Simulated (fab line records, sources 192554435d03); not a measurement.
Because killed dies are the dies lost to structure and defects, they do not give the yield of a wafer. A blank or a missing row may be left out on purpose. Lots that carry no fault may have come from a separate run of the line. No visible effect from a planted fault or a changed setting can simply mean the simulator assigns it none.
fab line records + flow n5_finfet
record
- lots=7
- wafers=39
route steps=1938 shown ZERO_LAYER@11 FIN_CUT@173 SDB@361 GATE_CUT@490 BEOL_M1@754
start_h: the number of hours between the record's first day and the start of the first shown wafer of the lot + wait_h: hours elapsed since this lot's preceding step + " repeats the value in the row above + L1.1+2: a single row standing in for several wafers + - either no value or no given start + * or withheld: withheld + < > ~ a bound
route shown NAME@n: a module of which the file shows steps, and the number in the route of the first + usual: average and standard deviation across the fault-free wafers + same: alike in all rows + chamber/n: place in a boat + sites: the reading at each site + _std_site: standard deviation across them + _edge_site: inner sites' mean taken away from outer sites' mean + radius_mm: for every site, how far away it sits from the centre of the wafer + mask NAME#n: copy n + behind: tool/chamber where the wafer was last shaped + hold: why the lot was held/for how many hours/how that ended + device: transistor that didn't switch, given as n, p or np + end of line: tests of these same wafers at the route's end + a step without rows: its recipe alone + killed: not the wafer's yield, but the dies lost to structure and defects at the first sort + map: shows each die of a wafer: x if killed, . if not, _ if none is there
set.NAME: the setting the step ran with; set.NAME@STEP: the setting that earlier step ran with + model.NAME: the simulator's own value behind a step, which no gauge read
lots with deliberately changed settings; one table per step, one row per wafer
## steps
# step N5_ZERO_LAYER_DEVELOP_10
# recipe
- develop_time_s=60
- rinse_liquid=diw
- dry=air_spin
- dev_temp_c=21
| lot.wafer        | tool           | chamber | start_h | wait_h | set.develop_time_s |
|------------------|----------------|---------|---------|--------|--------------------|
| L078.2+3+4       | litho_track-01 | 0       | -       | -      | 60                 |
| L079.1+5+6       | litho_track-05 | 0       | -       | -      | 60                 |
| L079.2+3+4       | "              | 0       | "       | "      | 94.44              |
| L084.1+4+6       | litho_track-01 | 0       | -       | -      | 90.8               |
| L084.2+3+5       | "              | 0       | "       | "      | 60                 |
| L092.1+2+3+4+5+6 | litho_track-05 | 0       | -       | -      | 60                 |
| L093.1+2+5       | litho_track-05 | 0       | -       | -      | 60                 |
| L093.3+4+6       | "              | 0       | "       | "      | 94.94              |
| L094.1+3+6       | litho_track-04 | 0       | -       | -      | 60                 |
| L094.2+4+5       | "              | 0       | "       | "      | 41.87              |
| L095.1+2+4       | litho_track-01 | 0       | -       | -      | 60                 |
| L095.3+5+6       | "              | 0       | "       | "      | 38.55              |
# step N5_ZERO_LAYER_HARDBAKE_23
# recipe
- temp_c=130
- time_s=120
# step N5_ZERO_LAYER_CD_MEAS_11
# recipe
- target_cd_nm=2000
- landing_energy_ev=500
- detector=se_inlens
# usual
- cd_nm=2000.4/2
| lot.wafer | tool      | chamber | start_h | wait_h | set.develop_time_s@ZERO_LAYER_DEVELOP_10 | cd_nm  |
|-----------|-----------|---------|---------|--------|------------------------------------------|--------|
| L078.2    | cd_sem-03 | 0       | 36.77   | -      | 60                                       | 2000.8 |
| L078.3    | "         | 0       | "       | "      | 60                                       | 2000.3 |
| L078.4    | "         | 0       | "       | "      | 60                                       | 1997.8 |
| L079.1    | cd_sem-01 | 0       | 42.79   | -      | 60                                       | 1996.8 |
| L079.2    | "         | 0       | "       | "      | 94.44                                    | 2009.2 |
| L079.3    | "         | 0       | "       | "      | 94.44                                    | 2009.4 |
| L079.4    | "         | 0       | "       | "      | 94.44                                    | 2011.1 |
| L079.5    | "         | 0       | "       | "      | 60                                       | 2003.9 |
| L079.6    | "         | 0       | "       | "      | 60                                       | 2000.9 |
| L084.1    | cd_sem-01 | 0       | 72.77   | -      | 90.8                                     | 2012.1 |
| L084.2    | "         | 0       | "       | "      | 60                                       | 2001.8 |
| L084.3    | "         | 0       | "       | "      | 60                                       | 2000.2 |
| L084.4    | "         | 0       | "       | "      | 90.8                                     | 2009.2 |
| L084.5    | "         | 0       | "       | "      | 60                                       | 2002.8 |
| L084.6    | "         | 0       | "       | "      | 90.8                                     | 2009.8 |
| L092.1    | cd_sem-02 | 0       | 120.64  | -      | 60                                       | 2004.0 |
| L092.2    | "         | 0       | "       | "      | 60                                       | 2002.5 |
| L092.3    | "         | 0       | "       | "      | 60                                       | 2002.2 |
| L092.4    | "         | 0       | "       | "      | 60                                       | 2003.5 |
| L092.5    | "         | 0       | "       | "      | 60                                       | 1999.8 |
| L092.6    | "         | 0       | "       | "      | 60                                       | 1999.4 |
| L093.1    | cd_sem-02 | 0       | 126.66  | -      | 60                                       | 2003.8 |
| L093.2    | "         | 0       | "       | "      | 60                                       | 2001.1 |
| L093.3    | "         | 0       | "       | "      | 94.94                                    | 2011.2 |
| L093.4    | "         | 0       | "       | "      | 94.94                                    | 2012.4 |
| L093.5    | "         | 0       | "       | "      | 60                                       | 2004.0 |
| L093.6    | "         | 0       | "       | "      | 94.94                                    | 2013.2 |
| L094.1    | cd_sem-02 | 0       | 132.77  | -      | 60                                       | 1998.5 |
| L094.2    | "         | 0       | "       | "      | 41.87                                    | 1993.5 |
| L094.3    | "         | 0       | "       | "      | 60                                       | 2001.4 |
| L094.4    | "         | 0       | "       | "      | 41.87                                    | 1990.5 |
| L094.5    | "         | 0       | "       | "      | 41.87                                    | 1992.9 |
| L094.6    | "         | 0       | "       | "      | 60                                       | 1997.3 |
| L095.1    | cd_sem-03 | 0       | 138.77  | -      | 60                                       | 1998.9 |
| L095.2    | "         | 0       | "       | "      | 60                                       | 2000.4 |
| L095.3    | "         | 0       | "       | "      | 38.55                                    | 1992.4 |
| L095.4    | "         | 0       | "       | "      | 60                                       | 2000.7 |
| L095.5    | "         | 0       | "       | "      | 38.55                                    | 1990.7 |
| L095.6    | "         | 0       | "       | "      | 38.55                                    | 1987.8 |
# step N5_FIN_CUT_CUT_ETCH_26
# recipe
- chemistry=CH3F/O2
- target=SiNx
- target_depth_a=390
- mask_material=SOC
- time_s=55.7
- pressure_mtorr=30
- source_w=395
- bias_w=73
- Ar_flow_sccm=150
- CH3F_flow_sccm=30
- O2_flow_sccm=20
- ion_energy_ev=120
| lot.wafer | tool        | chamber | start_h | wait_h | set.target_depth_a | model.etch.depth_nm | model.SOC_of_FIN_CUT_COAT_18.thk_nm |
|-----------|-------------|---------|---------|--------|--------------------|---------------------|-------------------------------------|
| L078.2    | rie_diel-04 | 1       | 51.79   | 0.0    | 390                | 38.4                | 211.4                               |
| L078.3    | "           | 3       | "       | "      | 390                | 39.73               | 211                                 |
| L078.4    | "           | 2       | "       | "      | 390                | 38.39               | 211.6                               |
| L079.1    | rie_diel-04 | 2       | 58.18   | 0.0    | 390                | 38.31               | 211.8                               |
| L079.2    | "           | 0       | "       | "      | 248.2              | 25.08               | 218.4                               |
| L079.3    | "           | 1       | "       | "      | 248.2              | 24.74               | 218.2                               |
| L079.4    | "           | 1       | "       | "      | 390                | 38.85               | 212.2                               |
| L079.5    | "           | 0       | "       | "      | 390                | 39.85               | 211.2                               |
| L079.6    | "           | 2       | "       | "      | 248.2              | 24.85               | 218.2                               |
| L084.1    | rie_diel-06 | 1       | 89.65   | 0.0    | 390                | 39.44               | 211.4                               |
| L084.2    | "           | 3       | "       | "      | 390                | 37.54               | 212                                 |
| L084.3    | "           | 0       | "       | "      | 499.9              | 49.36               | 207                                 |
| L084.4    | "           | 2       | "       | "      | 499.9              | 49.31               | 206.8                               |
| L084.5    | "           | 2       | "       | "      | 390                | 38.48               | 212                                 |
| L084.6    | "           | 1       | "       | "      | 499.9              | 50.52               | 206                                 |
| L092.1    | rie_diel-04 | 1       | 136.30  | 0.0    | 390                | 38.53               | 210                                 |
| L092.2    | "           | 0       | "       | "      | 390                | 39.91               | 210                                 |
| L092.3    | "           | 2       | "       | "      | 390                | 39.79               | 210.4                               |
| L092.4    | "           | 1       | "       | "      | 390                | 38.82               | 210.4                               |
| L092.5    | "           | 0       | "       | "      | 390                | 39.42               | 210.8                               |
| L092.6    | "           | 2       | "       | "      | 390                | 39.49               | 210.8                               |
| L093.1    | rie_diel-03 | 2       | 141.91  | 0.0    | 390                | 38.53               | 211.4                               |
| L093.2    | "           | 0       | "       | "      | 390                | 38.1                | 211.2                               |
| L093.3    | "           | 1       | "       | "      | 390                | 39.1                | 211.2                               |
| L093.4    | "           | 3       | "       | "      | 390                | 37.82               | 211.4                               |
| L093.5    | "           | 3       | "       | "      | 390                | 38                  | 211.8                               |
| L093.6    | "           | 2       | "       | "      | 390                | 38.25               | 210.4                               |
| L094.1    | rie_diel-03 | 1       | 147.98  | 0.0    | 390                | 39.23               | 210.8                               |
| L094.2    | "           | 2       | "       | "      | 580.2              | 57.06               | 202.6                               |
| L094.3    | "           | 0       | "       | "      | 580.2              | 57.09               | 202.2                               |
| L094.4    | "           | 3       | "       | "      | 390                | 37.75               | 211.6                               |
| L094.5    | "           | 2       | "       | "      | 580.2              | 56.4                | 202.4                               |
| L094.6    | "           | 1       | "       | "      | 390                | 39.13               | 211                                 |
| L095.1    | rie_diel-06 | 1       | 154.08  | 0.0    | 174                | 17.57               | 221.2                               |
| L095.2    | "           | 0       | "       | "      | 390                | 38.25               | 211.4                               |
| L095.3    | "           | 2       | "       | "      | 390                | 38.39               | 212.4                               |
| L095.4    | "           | 3       | "       | "      | 174                | 17.56               | 221.4                               |
| L095.5    | "           | 2       | "       | "      | 390                | 38.26               | 211.2                               |
| L095.6    | "           | 1       | "       | "      | 174                | 17.57               | 221.6                               |
# step N5_FIN_CUT_CUT_ETCH_27
# recipe
- chemistry=CHF3/O2
- target=SiO2
- target_depth_a=40
- mask_material=SOC
- overetch_a=20
- time_s=4.9
- pressure_mtorr=30
- source_w=650
- bias_w=170
- Ar_flow_sccm=200
- CHF3_flow_sccm=50
- O2_flow_sccm=5
- ion_energy_ev=200
# step N5_FIN_CUT_PRECLEAN_35
# recipe
- time_s=13.3
- temp_c=45
- pressure_torr=125
- p_hf_torr=3
- p_coreactant_torr=25
- chemistry=vHF
# step N5_FIN_CUT_CUT_ETCH_15
# recipe
- chemistry=HBr/Cl2/O2
- target=Si
- target_depth_a=1000
- bt_time_s=10
- mask_material=SOC
- time_s=42.4
- ion_energy_ev=*
- bias_w=*
- pressure_mtorr=10
- icp_w=800
- HBr_flow_sccm=150
- Cl2_flow_sccm=80
- O2_flow_sccm=12
# step N5_FIN_CUT_CUT_ETCH_28
# recipe
- chemistry=HBr/Cl2/O2
- target=Si
- target_depth_a=60
- mask_material=SOC
- time_s=2.4
- ion_energy_ev=*
- bias_w=*
- pressure_mtorr=10
- icp_w=800
- HBr_flow_sccm=150
- Cl2_flow_sccm=80
- O2_flow_sccm=12
| lot.wafer  | tool      | chamber | start_h | wait_h | set.target_depth_a@FIN_CUT_CUT_ETCH_26 | model.SOC_of_FIN_CUT_COAT_18.thk_nm |
|------------|-----------|---------|---------|--------|----------------------------------------|-------------------------------------|
| L078.2     | rie_si-04 | 2       | 52.05   | 0.0    | 390                                    | 167.6                               |
| L078.3     | "         | 1       | "       | "      | 390                                    | 166.8                               |
| L078.4     | "         | 0       | "       | "      | 390                                    | 168.8                               |
| L079.1     | rie_si-04 | 0       | 58.43   | 0.0    | 390                                    | 170.2                               |
| L079.2     | "         | 1       | "       | "      | 248.2                                  | 175                                 |
| L079.3     | "         | 3       | "       | "      | 248.2                                  | 174.2                               |
| L079.4     | "         | 2       | "       | "      | 390                                    | 168.6                               |
| L079.5     | "         | 0       | "       | "      | 390                                    | 169.4                               |
| L079.6     | "         | 1       | "       | "      | 248.2                                  | 174.8                               |
| L084.1+5   | rie_si-01 | 1,2     | 89.89   | 0.0    | 390                                    | 168.4                               |
| L084.2     | "         | 2       | "       | "      | 390                                    | 168.8                               |
| L084.3+4   | "         | 0,3     | "       | "      | 499.9                                  | 163.6                               |
| L084.6     | "         | 1       | "       | "      | 499.9                                  | 162.4                               |
| L092.1     | rie_si-04 | 2       | 136.55  | 0.0    | 390                                    | 165.8                               |
| L092.2     | "         | 1       | "       | "      | 390                                    | 165.4                               |
| L092.3     | "         | 0       | "       | "      | 390                                    | 168.6                               |
| L092.4     | "         | 2       | "       | "      | 390                                    | 166.8                               |
| L092.5     | "         | 0       | "       | "      | 390                                    | 169                                 |
| L092.6     | "         | 1       | "       | "      | 390                                    | 166.2                               |
| L093.1+2+3 | rie_si-01 | 2,0,3   | 142.16  | 0.0    | 390                                    | 167.8                               |
| L093.4+5   | "         | 1,2     | "       | "      | 390                                    | 168.2                               |
| L093.6     | "         | 1       | "       | "      | 390                                    | 167.2                               |
| L094.1     | rie_si-04 | 3       | 148.23  | 0.0    | 390                                    | 166.4                               |
| L094.2+3   | "         | 1,2     | "       | "      | 580.2                                  | 158                                 |
| L094.4     | "         | 0       | "       | "      | 390                                    | 169.4                               |
| L094.5     | "         | 3       | "       | "      | 580.2                                  | 158.2                               |
| L094.6     | "         | 2       | "       | "      | 390                                    | 166.8                               |
| L095.1     | rie_si-04 | 3       | 154.32  | 0.0    | 174                                    | 176.4                               |
| L095.2     | "         | 2       | "       | "      | 390                                    | 167.2                               |
| L095.3     | "         | 1       | "       | "      | 390                                    | 167.6                               |
| L095.4     | "         | 0       | "       | "      | 174                                    | 178.6                               |
| L095.5     | "         | 3       | "       | "      | 390                                    | 167                                 |
| L095.6     | "         | 0       | "       | "      | 174                                    | 179.4                               |
# step N5_SDB_ETCH_18
# recipe
- chemistry=N2/H2
- target=SOC
- target_depth_a=1000
- overetch_a=200
- mask_material=SiARC
- temp_c=40
- time_s=150
- ion_energy_ev=200
- pressure_mtorr=30
- source_w=840
- bias_w=150
- n2_flow_sccm=200
- h2_flow_sccm=200
| lot.wafer  | tool        | chamber | start_h | wait_h | set.time_s | model.SiARC_of_SDB_COAT_04.thk_nm |
|------------|-------------|---------|---------|--------|------------|-----------------------------------|
| L078.2     | rie_diel-01 | 2       | 88.55   | 0.0    | 150        | 12.8                              |
| L078.3     | "           | 0       | "       | "      | 150        | 12.6                              |
| L078.4     | "           | 1       | "       | "      | 150        | 13                                |
| L079.1     | rie_diel-05 | 2       | 94.78   | 0.0    | 150        | 12.8                              |
| L079.2     | "           | 1       | "       | "      | 98.45      | 14.2                              |
| L079.3+5   | "           | 0       | "       | "      | 98.45      | 14.6                              |
| L079.4+6   | "           | 3       | "       | "      | 150        | 12.6                              |
| L084.1+3+6 | rie_diel-05 | 2,3,2   | 129.64  | 0.0    | 150        | 12.8                              |
| L084.2     | "           | 0       | "       | "      | 150        | 13                                |
| L084.4+5   | "           | 1       | "       | "      | 150        | 12.6                              |
| L092.1     | rie_diel-02 | 1       | 175.05  | 0.0    | 150        | 12.6                              |
| L092.2+3+4 | "           | 0,2,3   | "       | "      | 93.29      | 14.8                              |
| L092.5     | "           | 1       | "       | "      | 150        | 12.8                              |
| L092.6     | "           | 2       | "       | "      | 150        | 13                                |
| L093.1     | rie_diel-05 | 1       | 181.10  | 0.0    | 150        | 12.6                              |
| L093.2     | "           | 3       | "       | "      | 150        | 12.8                              |
| L093.3     | "           | 0       | "       | "      | 150        | 13.2                              |
| L093.4+5   | "           | 3,1     | "       | "      | 104.5      | 14.4                              |
| L093.6     | "           | 0       | "       | "      | 104.5      | 14.6                              |
| L094.1     | rie_diel-05 | 1       | 186.79  | 0.0    | 212.1      | 10.2                              |
| L094.2     | "           | 0       | "       | "      | 150        | 13                                |
| L094.3     | "           | 3       | "       | "      | 212.1      | 10.6                              |
| L094.4     | "           | 3       | "       | "      | 212.1      | 10.4                              |
| L094.5     | "           | 0       | "       | "      | 150        | 12.8                              |
| L094.6     | "           | 1       | "       | "      | 150        | 12.6                              |
| L095.1     | rie_diel-05 | 2       | 194.06  | 0.0    | 150        | 12.8                              |
| L095.2+3   | "           | 3,1     | "       | "      | 100.4      | 14.4                              |
| L095.4     | "           | 3       | "       | "      | 100.4      | 14.6                              |
| L095.5     | "           | 1       | "       | "      | 150        | 12.6                              |
| L095.6     | "           | 2       | "       | "      | 150        | 13                                |
# step N5_GATE_CUT_DESCUM_18
# recipe
- chemistry=O2
- time_s=7
- source_power_w=50
- bias_power_w=20
- pressure_mtorr=20
- rf_frequency_hz=2.712e+07
- temp_c=40
- resist=CAR-EUV
- o2_flow_sccm=225
| lot.wafer    | tool        | chamber | start_h | wait_h | set.time_s | model.CAR-EUV_of_GATE_CUT_COAT_07.thk_nm | model.GATE_CUT.cd_nm |
|--------------|-------------|---------|---------|--------|------------|------------------------------------------|----------------------|
| L078.2+4     | rie_diel-06 | 2,0     | 106.50  | 0.0    | 7          | 26                                       | 20                   |
| L078.3       | "           | 3       | "       | "      | 7          | 26                                       | 19.8                 |
| L079.1+2+6   | rie_diel-06 | 0,2,3   | 112.75  | 0.4    | 7          | 26                                       | 20                   |
| L079.3       | "           | 1       | "       | "      | 7          | 26                                       | 20.2                 |
| L079.4       | "           | 3       | "       | "      | 7          | 26.2                                     | 19.8                 |
| L079.5       | "           | 2       | "       | "      | 7          | 26.2                                     | 20                   |
| L084.1+2+4+6 | rie_diel-06 | 1,0,3,1 | 146.94  | 0.0    | 7          | 26                                       | 19.6                 |
| L084.3       | "           | 2       | "       | "      | 7          | 26                                       | 19.8                 |
| L084.5       | "           | 0       | "       | "      | 7          | 26.2                                     | 19.6                 |
| L092.1       | rie_diel-06 | 3       | 194.69  | 0.0    | 7          | 26.2                                     | 19.8                 |
| L092.2       | "           | 1       | "       | "      | 7          | 26                                       | 20                   |
| L092.3+6     | "           | 0,3     | "       | "      | 4.152      | 27.6                                     | 19.4                 |
| L092.4       | "           | 2       | "       | "      | 4.152      | 27.4                                     | 19.6                 |
| L092.5       | "           | 2       | "       | "      | 7          | 26.2                                     | 20                   |
| L093.1+3     | rie_diel-04 | 1,3     | 199.13  | 0.0    | 9.142      | 25                                       | 20                   |
| L093.2+5+6   | "           | 2,0,1   | "       | "      | 7          | 26.2                                     | 19.8                 |
| L093.4       | "           | 0       | "       | "      | 9.142      | 25                                       | 20.2                 |
| L094.1       | rie_diel-03 | 2       | 204.07  | 0.0    | 7          | 26.2                                     | 19.8                 |
| L094.2+4     | "           | 1       | "       | "      | 7          | 26.2                                     | 20                   |
| L094.3+6     | "           | 3,2     | "       | "      | 9.745      | 24.8                                     | 20.2                 |
| L094.5       | "           | 3       | "       | "      | 9.745      | 24.8                                     | 20.4                 |
| L095.1+2+5   | rie_diel-03 | 1,2,0   | 211.74  | 0.3    | 10.23      | 24.6                                     | 20.4                 |
| L095.3       | "           | 3       | "       | "      | 7          | 26.2                                     | 19.8                 |
| L095.4       | "           | 0       | "       | "      | 7          | 26.2                                     | 19.6                 |
| L095.6       | "           | 3       | "       | "      | 7          | 26                                       | 19.8                 |
# step N5_GATE_CUT_ETCH_28
# recipe
- chemistry=N2/H2
- target=underlayer
- target_depth_a=130
- mask_material=CAR-EUV
- time_s=10.4
- ion_energy_ev=200
- pressure_mtorr=30
- source_w=840
- bias_w=150
- n2_flow_sccm=200
- h2_flow_sccm=200
- ends=cleared
# step N5_GATE_CUT_ETCH_36
# recipe
- chemistry=CF4
- target=SiARC
- target_depth_a=130
- mask_material=CAR-EUV
- time_s=21.7
- ion_energy_ev=80
- pressure_mtorr=40
- source_w=545
- bias_w=36
- Ar_flow_sccm=100
- cf4_flow_sccm=100
- ends=cleared
| lot.wafer    | tool        | chamber | start_h | wait_h | set.time_s@GATE_CUT_DESCUM_18 | model.CAR-EUV_of_GATE_CUT_COAT_07.thk_nm |
|--------------|-------------|---------|---------|--------|-------------------------------|------------------------------------------|
| L078.2       | rie_diel-06 | 2       | 106.55  | 0.0    | 7                             | 7                                        |
| L078.3+4     | "           | 3,0     | "       | "      | 7                             | 6.8                                      |
| L079.1+3+4+6 | rie_diel-06 | 0,1,3,3 | 112.80  | 0.0    | 7                             | 6.8                                      |
| L079.2+5     | "           | 2       | "       | "      | 7                             | 7                                        |
| L084.1+4+6   | rie_diel-06 | 1,3,1   | 146.99  | 0.0    | 7                             | 6.8                                      |
| L084.2+3+5   | "           | 0,2,0   | "       | "      | 7                             | 7                                        |
| L092.1+5     | rie_diel-06 | 3,2     | 194.74  | 0.0    | 7                             | 7                                        |
| L092.2       | "           | 1       | "       | "      | 7                             | 6.8                                      |
| L092.3+4     | "           | 0,2     | "       | "      | 4.152                         | 8.4                                      |
| L092.6       | "           | 3       | "       | "      | 4.152                         | 8.2                                      |
| L093.1+4     | rie_diel-04 | 1,0     | 199.18  | 0.0    | 9.142                         | 6                                        |
| L093.2       | "           | 2       | "       | "      | 7                             | 6.8                                      |
| L093.3       | "           | 3       | "       | "      | 9.142                         | 5.8                                      |
| L093.5+6     | "           | 0,1     | "       | "      | 7                             | 7.2                                      |
| L094.1+2+4   | rie_diel-03 | 2,1,1   | 204.12  | 0.0    | 7                             | 7.2                                      |
| L094.3       | "           | 3       | "       | "      | 9.745                         | 5.8                                      |
| L094.5+6     | "           | 3,2     | "       | "      | 9.745                         | 5.6                                      |
| L095.1       | rie_diel-03 | 1       | 211.79  | 0.0    | 10.23                         | 5.6                                      |
| L095.2+5     | "           | 2,0     | "       | "      | 10.23                         | 5.4                                      |
| L095.3+4+6   | "           | 3,0,3   | "       | "      | 7                             | 7                                        |
# step N5_BEOL_M1_HM_DEP_02
# recipe
- material=TiN
- target_thk_a=200
- temp_c=25
- chamber_pressure_pa=0.49996
| lot.wafer      | tool           | chamber | start_h | wait_h | set.target_thk_a | model.TiN_of_BEOL_M1_HM_DEP_02.thk_nm |
|----------------|----------------|---------|---------|--------|------------------|---------------------------------------|
| L078.2         | pvd_sputter-03 | -       | 145.40  | 1.0    | 200              | 19.8                                  |
| L078.3+4       | "              | -       | "       | "      | 200              | 20                                    |
| L079.1         | pvd_sputter-02 | -       | 147.47  | 0.8    | 272              | 26.8                                  |
| L079.2         | "              | -       | "       | "      | 272              | 27.2                                  |
| L079.3         | "              | -       | "       | "      | 272              | 27                                    |
| L079.4+6       | "              | -       | "       | "      | 200              | 19.8                                  |
| L079.5         | "              | -       | "       | "      | 200              | 19.6                                  |
| L084.1         | pvd_sputter-03 | -       | 204.71  | 0.6    | 200              | 20.2                                  |
| L084.2+4+6     | "              | -       | "       | "      | 121.9            | 12.2                                  |
| L084.3         | "              | -       | "       | "      | 200              | 19.8                                  |
| L084.5         | "              | -       | "       | "      | 200              | 20                                    |
| L092.1+2+5+6   | pvd_sputter-02 | -       | 231.97  | 0.3    | 200              | 20.2                                  |
| L092.3         | "              | -       | "       | "      | 200              | 20                                    |
| L092.4         | "              | -       | "       | "      | 200              | 20.4                                  |
| L093.1+3+4+5+6 | pvd_sputter-03 | -       | 235.52  | 1.7    | 200              | 20.2                                  |
| L093.2         | "              | -       | "       | "      | 200              | 20.4                                  |
| L094.1+2       | pvd_sputter-03 | -       | 242.12  | 1.3    | 85.75            | 9                                     |
| L094.3         | "              | -       | "       | "      | 85.75            | 8.8                                   |
| L094.4+5       | "              | -       | "       | "      | 200              | 20.2                                  |
| L094.6         | "              | -       | "       | "      | 200              | 20.4                                  |
| L095.1         | pvd_sputter-03 | -       | 250.54  | 1.4    | 200              | 20.6                                  |
| L095.2+6       | "              | -       | "       | "      | 200              | 20.4                                  |
| L095.3+4       | "              | -       | "       | "      | 266.5            | 27                                    |
| L095.5         | "              | -       | "       | "      | 266.5            | 27.2                                  |
# step N5_BEOL_M1_COAT_61
# recipe
- resist=SOC
- temp_c=250
- time_s=60
- spin_rpm=1500
- resist_thk_nm=60
# step N5_BEOL_M1_COAT_62
# recipe
- resist=SiARC
- temp_c=220
- time_s=60
- spin_rpm=1500
- resist_thk_nm=12
# step N5_BEOL_M1_STRIP_75
# recipe
- chemistry=N2/H2
- temp_c=40
- n2_flow_sccm=200
- h2_flow_sccm=200
- rf_frequency_hz=6e+07
# step N5_BEOL_M1_STRIP_66
# recipe
- chemistry=CF4
- resist=SiARC
- power_w=300
- bias_power_w=75
- pressure_mtorr=50
- cf4_flow_sccm=150
- rf_frequency_hz=6e+07
# step N5_BEOL_M1_HM_OPEN_17
# recipe
- chemistry=Cl2/BCl3
- target_depth_a=200
- overetch_a=60
- target=TiN
- mask_material=SOC
- ion_energy_ev=150
- pressure_mtorr=10
- icp_w=1000
- bias_w=126
- Cl2_flow_sccm=53.25
- bcl3_flow_sccm=21.75
- Ar_flow_sccm=25
| lot.wafer | tool         | chamber | start_h | wait_h | set.target_thk_a@BEOL_M1_HM_DEP_02 | model.etch.depth_nm |
|-----------|--------------|---------|---------|--------|------------------------------------|---------------------|
| L078.2    | rie_metal-03 | 0       | 146.28  | 0.0    | 200                                | 19.81               |
| L078.3    | "            | 1       | "       | "      | 200                                | 19.95               |
| L078.4    | "            | 0       | "       | "      | 200                                | 19.93               |
| L079.1    | rie_metal-01 | 1       | 148.23  | 0.0    | 272                                | 26.89               |
| L079.2    | "            | 0       | "       | "      | 272                                | 26.47               |
| L079.3    | "            | 1       | "       | "      | 272                                | 26.98               |
| L079.4    | "            | 0       | "       | "      | 200                                | 19.78               |
| L079.5    | "            | 1       | "       | "      | 200                                | 19.7                |
| L079.6    | "            | 0       | "       | "      | 200                                | 19.83               |
| L084.1    | rie_metal-02 | 0       | 205.47  | 0.0    | 200                                | 20.11               |
| L084.2    | "            | 1       | "       | "      | 121.9                              | 12.18               |
| L084.3    | "            | 0       | "       | "      | 200                                | 19.89               |
| L084.4    | "            | 1       | "       | "      | 121.9                              | 12.27               |
| L084.5    | "            | 0       | "       | "      | 200                                | 20.07               |
| L084.6    | "            | 1       | "       | "      | 121.9                              | 12.26               |
| L092.1    | rie_metal-01 | 1       | 232.88  | 0.0    | 200                                | 20.16               |
| L092.2    | "            | 0       | "       | "      | 200                                | 20.2                |
| L092.3    | "            | 1       | "       | "      | 200                                | 20                  |
| L092.4    | "            | 0       | "       | "      | 200                                | 20.32               |
| L092.5    | "            | 1       | "       | "      | 200                                | 20.24               |
| L092.6    | "            | 0       | "       | "      | 200                                | 20.23               |
| L093.1    | rie_metal-02 | 1       | 236.55  | 0.0    | 200                                | 20.2                |
| L093.2    | "            | 0       | "       | "      | 200                                | 20.38               |
| L093.3    | "            | 1       | "       | "      | 200                                | 20.17               |
| L093.4    | "            | 0       | "       | "      | 200                                | 20.25               |
| L093.5    | "            | 1       | "       | "      | 200                                | 20.19               |
| L093.6    | "            | 0       | "       | "      | 200                                | 20.3                |
| L094.1    | rie_metal-03 | 1       | 242.88  | 0.0    | 85.75                              | 9.03                |
| L094.2    | "            | 0       | "       | "      | 85.75                              | 8.926               |
| L094.3    | "            | 1       | "       | "      | 85.75                              | 8.892               |
| L094.4    | "            | 0       | "       | "      | 200                                | 20.26               |
| L094.5    | "            | 1       | "       | "      | 200                                | 20.2                |
| L094.6    | "            | 0       | "       | "      | 200                                | 20.37               |
| L095.1    | rie_metal-01 | 1       | 251.38  | 0.0    | 200                                | 20.5                |
| L095.2    | "            | 0       | "       | "      | 200                                | 20.3                |
| L095.3    | "            | 1       | "       | "      | 266.5                              | 26.82               |
| L095.4    | "            | 0       | "       | "      | 266.5                              | 26.45               |
| L095.5    | "            | 0       | "       | "      | 266.5                              | 26.77               |
| L095.6    | "            | 1       | "       | "      | 200                                | 20.35               |
## key
split
- step=N5_ZERO_LAYER_DEVELOP_10
- setting=develop_time_s
- stated=60
- by=wafer
response
- step=N5_ZERO_LAYER_CD_MEAS_11
- reading=cd_nm
- change=+0.181
- per=1%
- r=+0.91
split
- step=N5_FIN_CUT_CUT_ETCH_26
- setting=target_depth_a
- stated=390
- by=wafer
response
- step=N5_FIN_CUT_CUT_ETCH_26
- reading=model.etch.depth_nm
- change=+0.379
- per=1%
- r=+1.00
response
- step=N5_FIN_CUT_CUT_ETCH_26
- reading=model.SOC_of_FIN_CUT_COAT_18.thk_nm
- change=-0.178
- per=1%
- r=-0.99
response
- step=N5_FIN_CUT_CUT_ETCH_28
- reading=model.SOC_of_FIN_CUT_COAT_18.thk_nm
- change=-0.186
- per=1%
- r=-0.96
split
- step=N5_SDB_ETCH_18
- setting=time_s
- stated=150
- by=wafer
response
- step=N5_SDB_ETCH_18
- reading=model.SiARC_of_SDB_COAT_04.thk_nm
- change=-0.0537
- per=1%
- r=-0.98
split
- step=N5_GATE_CUT_DESCUM_18
- setting=time_s
- stated=7
- by=wafer
response
- step=N5_GATE_CUT_DESCUM_18
- reading=model.CAR-EUV_of_GATE_CUT_COAT_07.thk_nm
- change=-0.035
- per=1%
- r=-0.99
response
- step=N5_GATE_CUT_DESCUM_18
- reading=model.GATE_CUT.cd_nm
- change=+0.0113
- per=1%
- r=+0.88
response
- step=N5_GATE_CUT_ETCH_36
- reading=model.CAR-EUV_of_GATE_CUT_COAT_07.thk_nm
- change=-0.0356
- per=1%
- r=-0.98
split
- step=N5_BEOL_M1_HM_DEP_02
- setting=target_thk_a
- stated=200
- by=wafer
response
- step=N5_BEOL_M1_HM_DEP_02
- reading=model.TiN_of_BEOL_M1_HM_DEP_02.thk_nm
- change=+0.199
- per=1%
- r=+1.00
response
- step=N5_BEOL_M1_HM_OPEN_17
- reading=model.etch.depth_nm
- change=+0.197
- per=1%
- r=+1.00
